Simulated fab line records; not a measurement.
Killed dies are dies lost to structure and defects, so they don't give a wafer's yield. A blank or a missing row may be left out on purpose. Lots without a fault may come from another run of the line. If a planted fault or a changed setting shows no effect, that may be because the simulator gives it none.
Matching of chambers ; flow n5 finfet ; N5_GATE_CUT_HM_DEP_46 on pecvd-04: 3 sister chambers
The step deposits SiO2 from TEOS/O2, target thk 130 nm, time 26.6 s. 3 wafers are shown with their chamber, then 7 later ones without.

== WAFERS, EACH WITH ITS CHAMBER ==
wafer;chamber;showerhead plenum p Torr (Torr)
L076.1;1;8.38
L091.2;0;8.29
L091.4;2;8.35

== WAFERS WITH NO CHAMBER GIVEN ==
wafer;showerhead plenum p Torr (Torr)
L091.6;8.35
L097.1;8.37
L097.4;8.36
L097.5;8.31
L096.1;8.29
L096.2;8.37
L096.3;8.33

== EACH ONE'S CHAMBER ==
wafer;from the rows above;in truth
L091.6;2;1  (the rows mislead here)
L097.1;can't be placed: 1 or 2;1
L097.4;can't be placed: 2 or 1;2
L097.5;can't be placed: 0 or 2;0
L096.1;0;0
L096.2;can't be placed: 1 or 2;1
L096.3;can't be placed: 2 or 0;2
Placed correctly: 1 of 7. From these rows, 5 cannot be placed; in 5 the true chamber is one of the candidates. Wrongly placed: 1.
How it was worked out, from the rows above alone: a wafer's distance from a chamber is the root of the sum, over the readings, of the square of ((its reading less the chamber's mean) divided by the reading's scatter). If the next closest chamber is less than 2 further off than the closest, the wafer can't be placed; otherwise it belongs to the closest. Each chamber's mean is taken over the wafers shown for it. The scatter (one wafer shown for each chamber): square how far every hidden wafer sits from the nearest shown wafer, average those squares and take the square root.
